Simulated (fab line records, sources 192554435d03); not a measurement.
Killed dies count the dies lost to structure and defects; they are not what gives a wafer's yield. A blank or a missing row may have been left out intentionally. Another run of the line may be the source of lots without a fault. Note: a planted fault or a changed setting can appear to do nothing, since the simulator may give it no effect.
fab line records	flow n5-finfet
[record] lots = 6	wafers = 18	last-day = 18
route steps=1938 shown BEOL_M1@810 BEOL_M4@1111 PASSIVATION@1936
lots untouched by any fault: they come from a run of this same line in which no faults occurred
start-h: hours from the record's opening day to when the first of the lot's shown wafers began	wait-h: how many hours have passed since the lot's step before this one	" as in the row above	L1.1+2: a row that stands for several wafers	- no value, or no start was given	* or withheld: withheld	< > ~ a bound
route shown NAME@n: names a module that has steps shown in the file, with the first one's number in the route	usual: the fault-free wafers' mean and standard deviation	same: alike in all rows	chamber/n: place in a boat	sites: per-site readings	_std_site: how widely they spread, as a standard deviation	_edge_site: mean of outer sites minus mean of inner sites	radius-mm: for every site, how far away it sits from the centre of the wafer	mask NAME#n: copy n	behind: tool/chamber where the wafer was last shaped	hold: the reason the lot was held/the length of the hold in hours/how it ended	device: the n, p or np transistor that did not switch	end of line: tests of these same wafers at the route's end	for a step that has no rows: nothing shown but its recipe	killed: dies lost to structure and defects at the first sort, not the wafer's yield	map: a wafer's dies, x killed, . not, _ none there
set.NAME: setting as actually run; set.NAME@STEP: the setting as run at that earlier step	model.NAME: the simulator's own value behind a step, which no gauge read
lots at selected steps of the route; one table per step, one row per wafer
services: a tool's chamber out of use, with start hour (start-h, from the record's first day; less than 0 if before it), hours out, and reason
[[steps]]
[step N5_BEOL_M1_PRE_CLEAN_45]
[recipe] gas = H2/He	time-s = 30	temp-c = 250
[step N5_BEOL_M1_ALD_84]
[recipe] material = TaN	target-thk-a = *	temp-c = 275	ald-precursor-family = PDMAT	ald-co-reactant = NH3	pressure-torr = 3	carrier-flow-sccm = 1500	pulse-time-s = 2	purge-time-s = 3	co-reactant-purge-time-s = 2	co-reactant-pulse-time-s = 3	ald-cycles = 30	precursor-vessel-temp-c = 75	precursor-vessel-pressure-torr = 26.25	precursor-vessel-carrier-sccm = 1000
[usual] heater-power-w = 414/40
lot.wafer	tool	chamber	start-h	wait-h	heater-power-w
L747.1	ald-metal-02	0	149.68	0.0	428
L747.3	"	1	"	"	398
L747.5	"	2	"	"	458
L751.1	ald-metal-02	2	168.41	0.0	449
L751.2	"	0	"	"	436
L751.5	"	1	"	"	394
L758.2	ald-metal-03	3	207.48	0.0	412
L758.4	"	3	"	"	420
L758.5	"	1	"	"	366
L759.2	ald-metal-02	0	216.11	0.0	440
L759.4	"	3	"	"	400
L759.5	"	3	"	"	400
L760.1	ald-metal-04	2	216.25	0.1	487
L760.4	"	1	"	"	509
L760.6	"	3	"	"	347
L768.1	ald-metal-04	0	267.73	0.0	359
L768.5	"	3	"	"	347
L768.6	"	0	"	"	369
[step N5_BEOL_M1_SURFACE_TREAT_85]
[recipe] gas = Ar	time-s = *	ion-energy-ev = *	ion-current-ma-cm2 = 0.5	pressure-mtorr = *	ar-flow-sccm = 30
[step N5_BEOL_M1_CVD_47]
[recipe] material = Co	target-thk-a = 30	temp-c = withheld	precursor = CCTBA/H2	pressure-torr = 30	time-s = 223.8
[step N5_BEOL_M1_SPUTTER_48]
[recipe] material = Cu	target-thk-a = 45	temp-c = -20	chamber-pressure-pa = 0.07	power-w = withheld	time-s = 8.29
[step N5_BEOL_M1_ANNEAL_49]
[recipe] temp-c = 400	time-s = 240	ambient = vacuum
[usual] heater-power-w = 797/67
lot.wafer	tool	chamber	start-h	wait-h	heater-power-w
L747.1	pvd-sputter-01	-	150.24	0.0	829
L747.3	"	-	"	"	796
L747.5	"	-	"	"	779
L751.1	pvd-sputter-03	-	169.63	0.0	775
L751.2	"	-	"	"	698
L751.5	"	-	"	"	806
L758.2	pvd-sputter-01	-	208.10	0.0	774
L758.4	"	-	"	"	805
L758.5	"	-	"	"	841
L759.2	pvd-sputter-02	-	216.77	0.0	899
L759.4	"	-	"	"	711
L759.5	"	-	"	"	719
L760.1	pvd-sputter-01	-	216.88	0.0	782
L760.4	"	-	"	"	793
L760.6	"	-	"	"	800
L768.1	pvd-sputter-01	-	268.53	0.0	795
L768.5	"	-	"	"	809
L768.6	"	-	"	"	803
[step N5_BEOL_M1_SPUTTER_79]
[recipe] material = Cu	target-thk-a = 45	temp-c = -20	chamber-pressure-pa = 0.07	power-w = withheld	time-s = 8.29
[usual] chamber-pressure-pa = 0.07002/0.00014	chuck-gas-flow-sccm = 1.26/0.052	throttle-valve-pct = 30.0/1.1
lot.wafer	tool	chamber	start-h	wait-h	chamber-pressure-pa	chuck-gas-flow-sccm	throttle-valve-pct
L747.1	pvd-sputter-01	-	150.38	0.1	0.06974	1.29	30.8
L747.3	"	-	"	"	0.06996	1.30	29.1
L747.5	"	-	"	"	0.07009	1.22	30.8
L751.1	pvd-sputter-03	-	169.77	0.1	0.07001	1.40	30.1
L751.2	"	-	"	"	0.07016	1.27	30.0
L751.5	"	-	"	"	0.07011	1.32	29.9
L758.2	pvd-sputter-01	-	208.24	0.1	0.06992	1.27	30.7
L758.4	"	-	"	"	0.06985	1.34	31.7
L758.5	"	-	"	"	0.06994	1.24	30.7
L759.2	pvd-sputter-02	-	216.91	0.1	0.06987	1.24	28.2
L759.4	"	-	"	"	0.07025	1.28	29.7
L759.5	"	-	"	"	0.07021	1.28	29.9
L760.1	pvd-sputter-01	-	217.02	0.1	0.06989	1.18	30.9
L760.4	"	-	"	"	0.07	1.33	29.3
L760.6	"	-	"	"	0.06979	1.31	31.7
L768.1	pvd-sputter-01	-	268.67	0.1	0.06984	1.27	31.8
L768.5	"	-	"	"	0.07008	1.30	31.7
L768.6	"	-	"	"	0.07003	1.21	29.6
[step N5_BEOL_M1_ANNEAL_80]
[recipe] temp-c = 400	time-s = 240	ambient = vacuum
[step N5_BEOL_M1_SPUTTER_81]
[recipe] material = Cu	target-thk-a = 45	temp-c = -20	chamber-pressure-pa = 0.07	power-w = withheld	time-s = 8.29
[step N5_BEOL_M1_ANNEAL_82]
[recipe] temp-c = 400	time-s = 240	ambient = vacuum
[step N5_BEOL_M1_SPUTTER_86]
[recipe] material = Cu	target-thk-a = 45	temp-c = -20	chamber-pressure-pa = 0.07	power-w = withheld	time-s = 8.29
[step N5_BEOL_M1_ANNEAL_87]
[recipe] temp-c = 400	time-s = 240	ambient = vacuum
[usual] heater-power-w = 799/67
lot.wafer	tool	chamber	start-h	wait-h	heater-power-w
L747.1	pvd-sputter-01	-	150.90	0.0	811
L747.3	"	-	"	"	809
L747.5	"	-	"	"	763
L751.1	pvd-sputter-03	-	170.29	0.0	786
L751.2	"	-	"	"	692
L751.5	"	-	"	"	780
L758.2	pvd-sputter-01	-	208.76	0.0	769
L758.4	"	-	"	"	805
L758.5	"	-	"	"	839
L759.2	pvd-sputter-02	-	217.43	0.0	937
L759.4	"	-	"	"	742
L759.5	"	-	"	"	741
L760.1	pvd-sputter-01	-	217.54	0.0	797
L760.4	"	-	"	"	803
L760.6	"	-	"	"	808
L768.1	pvd-sputter-01	-	269.19	0.0	815
L768.5	"	-	"	"	804
L768.6	"	-	"	"	783
[step N5_BEOL_M1_SPUTTER_88]
[recipe] material = Cu	target-thk-a = 45	temp-c = -20	chamber-pressure-pa = 0.07	power-w = withheld	time-s = 8.29
[usual] chamber-pressure-pa = 0.06999/0.00014	chuck-gas-flow-sccm = 1.25/0.061	throttle-valve-pct = 29.9/1.1
lot.wafer	tool	chamber	start-h	wait-h	chamber-pressure-pa	chuck-gas-flow-sccm	throttle-valve-pct
L747.1	pvd-sputter-01	-	151.04	0.1	0.0696	1.15	30.7
L747.3	"	-	"	"	0.07017	1.23	29.2
L747.5	"	-	"	"	0.06988	1.22	30.9
L751.1	pvd-sputter-03	-	170.43	0.1	0.06994	1.27	30.1
L751.2	"	-	"	"	0.07005	1.21	30.4
L751.5	"	-	"	"	0.07011	1.26	29.8
L758.2	pvd-sputter-01	-	208.90	0.1	-	-	-
L758.4	"	-	"	"	-	-	-
L758.5	"	-	"	"	-	-	-
L759.2	pvd-sputter-02	-	217.57	0.1	-	-	-
L759.4	"	-	"	"	-	-	-
L759.5	"	-	"	"	-	-	-
L760.1	pvd-sputter-01	-	217.68	0.1	0.07015	1.31	30.5
L760.4	"	-	"	"	0.06988	1.22	29.0
L760.6	"	-	"	"	0.0699	1.27	31.9
L768.1	pvd-sputter-01	-	269.33	0.1	0.06999	1.26	31.8
L768.5	"	-	"	"	0.06998	1.32	31.8
L768.6	"	-	"	"	0.06986	1.19	29.2
[step N5_BEOL_M1_ANNEAL_89]
[recipe] temp-c = 400	time-s = 240	ambient = vacuum
[usual] heater-power-w = 798/67
lot.wafer	tool	chamber	start-h	wait-h	heater-power-w
L747.1	pvd-sputter-01	-	151.12	0.0	838
L747.3	"	-	"	"	804
L747.5	"	-	"	"	777
L751.1	pvd-sputter-03	-	170.51	0.0	771
L751.2	"	-	"	"	707
L751.5	"	-	"	"	807
L758.2	pvd-sputter-01	-	208.98	0.0	786
L758.4	"	-	"	"	801
L758.5	"	-	"	"	836
L759.2	pvd-sputter-02	-	217.65	0.0	911
L759.4	"	-	"	"	724
L759.5	"	-	"	"	729
L760.1	pvd-sputter-01	-	217.76	0.0	777
L760.4	"	-	"	"	795
L760.6	"	-	"	"	798
L768.1	pvd-sputter-01	-	269.41	0.0	797
L768.5	"	-	"	"	815
L768.6	"	-	"	"	785
[step N5_BEOL_M4_RC_MEAS_101]
[usual] DIBL_N = 37.1/1.8	DIBL_P = 37.2/2.1	IOFF_N = 0.17/0.033	IOFF_P = 0.22/0.037	ION_N = 680/11	ION_P = 464/7.7	SS_N = 71.7/0.63	SS_P = 73.6/0.67	VT_N = 248.9/2.9	VT_P = -251/3.6
lot.wafer	tool	chamber	start-h	wait-h	DIBL_N[mV/V]	DIBL_P[mV/V]	IOFF_N[nA/um]	IOFF_P[nA/um]	ION_N[uA/um]	ION_P[uA/um]	SS_N[mV/dec]	SS_P[mV/dec]	VT_N[mV]	VT_P[mV]
L747.1	prober-02	0	193.53	0.0	35.8	37.5	0.18	0.26	710	487	71.3	73.6	244.3	-245
L747.3	"	0	"	"	33.9	34.4	0.13	0.21	663	463	71.1	73.0	250.9	-248
L747.5	"	0	"	"	34.7	35.0	0.15	0.21	691	473	71.5	72.8	249.8	-249
L751.1	prober-02	0	216.13	0.0	37.1	36.5	0.17	0.22	691	468	72.3	73.3	248.0	-251
L751.2	"	0	"	"	36.5	35.2	0.15	0.19	679	461	72.1	73.2	249.9	-254
L751.5	"	0	"	"	37.0	36.1	0.16	0.22	679	462	72.8	74.0	249.4	-248
L758.2	prober-02	0	259.23	0.2	38.6	41.3	0.21	0.25	690	462	71.7	74.6	246.1	-252
L758.4	"	0	"	"	37.9	39.6	0.18	0.22	678	457	72.2	73.5	247.0	-250
L758.5	"	0	"	"	40.2	42.5	0.24	0.28	683	461	72.6	74.7	246.3	-248
L760.1	prober-02	0	274.65	0.0	40.2	40.4	0.21	0.23	690	460	71.8	73.6	246.8	-253
L760.4	"	0	"	"	38.7	38.6	0.18	0.19	680	451	71.3	73.5	247.9	-253
L760.6	"	0	"	"	38.9	38.6	0.17	0.19	682	465	71.5	73.8	249.3	-255
L759.2	prober-02	0	283.78	0.2	38.0	37.7	0.16	0.22	670	459	71.0	74.2	251.2	-252
L759.4	"	0	"	"	32.7	31.5	0.09	0.14	676	462	69.8	71.9	257.7	-256
L759.5	"	0	"	"	36.9	36.3	0.15	0.20	698	474	71.0	72.8	252.1	-252
L768.1	prober-02	0	322.70	0.0	37.2	35.6	0.14	0.18	654	453	72.0	73.4	252.4	-253
L768.5	"	0	"	"	37.6	37.6	0.15	0.21	672	462	71.8	73.4	248.3	-249
L768.6	"	0	"	"	39.4	38.4	0.18	0.22	689	462	72.2	73.1	248.2	-249
[step N5_PASSIVATION_PROBE_49]
[usual] defect-limited-yield = 91.7/1.5	killed_at_M0_to_M3 = 32/10	killed_at_M4_up = 14/5.3	killed-at-contacts = 13/5.7	killed-at-front-end = 37/10	killed-at-other = 3.3/2.5	killed-dies = 98/18	killed-open = 65/13	killed-short = 31/7.5	sort_bin_4_leakage = 0.00/0.0099	sort_bin_5_function = 4.9/0.91	sort_bin_6_memory = 3.1/0.71	sort-n-pass = 1082/18	sort-yield-pct = 91.7/1.5
[same] gross-dies = 1180	killed-at-back-side = 0	sort_bin_8_speed[%] = 0
lot.wafer	tool	chamber	start-h	wait-h	defect-limited-yield[%]	killed_at_M0_to_M3	killed_at_M4_up	killed-at-contacts	killed-at-front-end	killed-at-other	killed-dies	killed-open	killed-short	sort_bin_4_leakage[%]	sort_bin_5_function[%]	sort_bin_6_memory[%]	sort-n-pass	sort-yield-pct[%]
L747.1	prober-02	-	301.90	0.0	92.9	15	16	6	43	4	84	52	26	0	4.8	1.9	1096	92.9
L747.3	prober-02	-	302.00	0.1	91.3	27	24	14	30	8	103	60	39	0	4.7	3.6	1077	91.3
L747.5	prober-02	-	302.10	0.2	92.6	23	15	9	34	6	87	52	33	0	4.6	2.5	1093	92.6
L751.1	prober-01	-	316.67	0.0	92.5	22	10	11	41	4	88	66	21	0	4.1	3.3	1092	92.5
L751.2	prober-01	-	316.72	0.1	94.4	25	8	3	28	2	66	42	23	0	4.2	1.4	1114	94.4
L751.5	prober-01	-	316.87	0.2	93.1	14	11	27	28	2	82	49	29	0	4.1	2.5	1098	93.1
L758.2	prober-02	-	360.53	0.1	89.2	53	13	16	45	1	128	86	36	0	6.9	3.4	1052	89.2
L758.4	prober-02	-	360.63	0.2	87.0	78	17	12	44	2	153	101	45	0	7.4	4.9	1027	87.0
L758.5	prober-02	-	360.68	0.2	90.3	45	15	16	35	3	114	72	35	0.08	5.8	3.6	1065	90.3
L759.2	prober-02	-	377.32	0.1	93.1	29	7	10	35	0	81	50	24	0	4.2	2.3	1099	93.1
L759.4	prober-02	-	377.42	0.2	90.8	35	8	7	58	1	109	78	31	0	5.1	3.7	1071	90.8
L759.5	prober-02	-	377.47	0.2	90.4	37	10	12	48	6	113	72	36	0	5.5	3.6	1067	90.4
L760.1	prober-01	-	382.30	0.0	91.0	43	15	7	35	6	106	72	33	0	5.5	3.1	1074	91.0
L768.1	prober-02	-	434.58	0.0	89.7	33	25	11	44	8	121	83	38	0	5.8	4.0	1059	89.7
L768.5	prober-02	-	434.78	0.2	90.3	23	18	15	58	1	115	78	37	0	5.6	3.8	1065	90.3
L768.6	prober-02	-	434.83	0.3	90.4	34	16	11	45	7	113	63	50	0	5.6	3.7	1067	90.4
// killed by level:class
L747.1 GATE_CUT:geometric-particle:short=12 STI_FIN_REVEAL:geometric-particle:open=9 BEOL_M4:geometric-particle:open=8 GATE_CUT:geometric-particle:open=5 FIN_SAQP:geometric-particle:short=4 MOL_CONTACT_COAG:geometric-particle:open=4 BEOL_M2:geometric-particle:open=4 BEOL_M5:geometric-particle:open=4
L747.3 MOL_CONTACT_COAG:geometric-particle:open=11 BEOL_M4:geometric-particle:short=7 BEOL_M4:geometric-particle:open=7 BEOL_M0_SAQP:geometric-particle:short=6 BEOL_M0_SAQP:geometric-particle:open=6 BEOL_M3:geometric-particle:open=6 STI_FIN_REVEAL:geometric-particle:open=4 FIN_SAQP:geometric-particle:short=3
L747.5 GATE_CUT:geometric-particle:short=9 MOL_CONTACT_COAG:geometric-particle:open=8 BEOL_M2:geometric-particle:open=6 BEOL_M4:geometric-particle:open=6 STARTING-WAFER:geometric-particle:open=5 BEOL_M0_SAQP:geometric-particle:open=4 FIN_SAQP:geometric-particle:short=3 GATE_CUT:geometric-particle:open=3
L751.1 MOL_CONTACT_COAG:geometric-particle:open=10 FIN_SAQP:geometric-particle:open=9 BEOL_M2:geometric-particle:open=7 STI_FIN_REVEAL:geometric-particle:open=6 DUMMY_GATE:geometric-particle:open=6 FIN_SAQP:geometric-particle:short=4 BEOL_M3:geometric-particle:open=4 BEOL_M4:geometric-particle:open=4
L751.2 FIN_SAQP:geometric-particle:short=7 FIN_SAQP:geometric-particle:open=5 BEOL_M3:geometric-particle:open=5 GATE_CUT:geometric-particle:open=4 BEOL_M0_SAQP:geometric-particle:short=4 BEOL_M0_SAQP:geometric-particle:open=4 BEOL_M1:geometric-particle:open=4 BEOL_M4:geometric-particle:open=4
L751.5 MOL_CONTACT_COAG:geometric-particle:open=20 FIN_SAQP:geometric-particle:short=7 MOL_CONTACT_COAG:geometric-particle:short=7 BEOL_M0_SAQP:geometric-particle:short=4 DUMMY_GATE:geometric-particle:open=3 SDB:geometric-particle:open=3 BEOL_M0_SAQP:geometric-particle:open=3 BEOL_M3:geometric-particle:open=3
L758.2 FIN_SAQP:geometric-particle:open=16 MOL_CONTACT_COAG:geometric-particle:open=14 BEOL_M0_SAQP:geometric-particle:short=12 BEOL_M0_SAQP:geometric-particle:open=10 FIN_SAQP:geometric-particle:short=9 STI_FIN_REVEAL:geometric-particle:open=9 BEOL_M1:geometric-particle:open=9 BEOL_M2:geometric-particle:open=7
L758.4 BEOL_M0_SAQP:geometric-particle:short=21 BEOL_M0_SAQP:geometric-particle:open=18 FIN_SAQP:geometric-particle:open=16 BEOL_M1:geometric-particle:open=13 MOL_CONTACT_COAG:geometric-particle:open=10 BEOL_M2:geometric-particle:open=10 BEOL_M4:geometric-particle:open=10 FIN_SAQP:geometric-particle:short=7
L758.5 FIN_SAQP:geometric-particle:open=16 MOL_CONTACT_COAG:geometric-particle:open=14 FIN_SAQP:geometric-particle:short=11 BEOL_M0:geometric-particle:open=10 BEOL_M0_SAQP:geometric-particle:open=10 BEOL_M0_SAQP:geometric-particle:short=9 BEOL_M1:geometric-particle:open=5 BEOL_M4:geometric-particle:open=5
L759.2 BEOL_M2:geometric-particle:open=9 MOL_CONTACT_COAG:geometric-particle:open=8 FIN_SAQP:geometric-particle:short=6 FIN_SAQP:geometric-particle:open=5 DUMMY_GATE:geometric-particle:open=5 DUMMY_GATE:geometric-particle:short=5 ILD0:geometric-particle:open=3 BEOL_M0_SAQP:geometric-particle:open=3
L759.4 FIN_SAQP:geometric-particle:open=18 STI_FIN_REVEAL:geometric-particle:open=12 FIN_SAQP:geometric-particle:short=9 BEOL_M0_SAQP:geometric-particle:open=9 MOL_CONTACT_COAG:geometric-particle:open=7 BEOL_M3:geometric-particle:open=6 STI_FIN_REVEAL:geometric-particle:short=6 BEOL_M2:geometric-particle:open=6
L759.5 FIN_SAQP:geometric-particle:short=17 FIN_SAQP:geometric-particle:open=12 MOL_CONTACT_COAG:geometric-particle:open=12 BEOL_M2:geometric-particle:open=7 BEOL_M3:geometric-particle:open=7 BEOL_M0_SAQP:geometric-particle:short=6 BEOL_M4:geometric-particle:open=5 BEOL_M1:interface-void-opened=5
L760.1 FIN_SAQP:geometric-particle:open=10 BEOL_M1:geometric-particle:open=10 BEOL_M3:geometric-particle:open=10 BEOL_M0_SAQP:geometric-particle:open=7 BEOL_M4:geometric-particle:open=6 DUMMY_GATE:geometric-particle:open=5 BEOL_M1:geometric-particle:short=5 MOL_CONTACT_COAG:geometric-particle:open=4
L768.1 FIN_SAQP:geometric-particle:open=21 BEOL_M0_SAQP:geometric-particle:open=11 BEOL_M0_SAQP:geometric-particle:short=10 BEOL_M5:geometric-particle:open=10 MOL_CONTACT_COAG:geometric-particle:open=7 BEOL_M2:geometric-particle:open=7 FIN_SAQP:geometric-particle:short=6 GATE_CUT:geometric-particle:short=6
L768.5 FIN_SAQP:geometric-particle:open=18 MOL_CONTACT_COAG:geometric-particle:open=13 STI_FIN_REVEAL:geometric-particle:open=9 FIN_SAQP:geometric-particle:short=8 GATE_CUT:geometric-particle:short=7 BEOL_M4:geometric-particle:short=6 BEOL_M0_SAQP:geometric-particle:open=6 BEOL_M2:geometric-particle:open=5
L768.6 BEOL_M0_SAQP:geometric-particle:short=11 BEOL_M0_SAQP:geometric-particle:open=11 FIN_SAQP:geometric-particle:short=9 FIN_SAQP:geometric-particle:open=8 BEOL_M4:geometric-particle:open=8 GATE_CUT:geometric-particle:short=7 GATE_CUT:geometric-particle:open=6 MOL_CONTACT_COAG:geometric-particle:short=6
[[services]]
tool	chamber	start-h	hours	kind
ald-metal-03	-	134.31	1.2	repair
pvd-sputter-02	-	134.88	1.1	repair
ald-metal-03	3	155.03	46.2	repair
ald-metal-02	-	189.77	3.0	repair
ald-metal-03	2	200.89	24.1	repair
ald-metal-02	3	221.47	8.5	repair
ald-metal-04	-	227.14	14.6	pm
[[key]]
[first-sign] step = N5_BEOL_M1_SPUTTER_88	reading = tool-record	direction = missing
effect none on later readings
met-at N5_BEOL_M1_SPUTTER_88
struck-wafers L758.2,L758.4,L758.5,L759.2,L759.4,L759.5
onset-between 151.04 208.90
[fault] kind = skipped-step-whole	tool = pvd-sputter-01,pvd-sputter-02	chamber = -	onset-h = 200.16	steps = N5_BEOL_M1_SPUTTER_88	scope = struck-lots-only
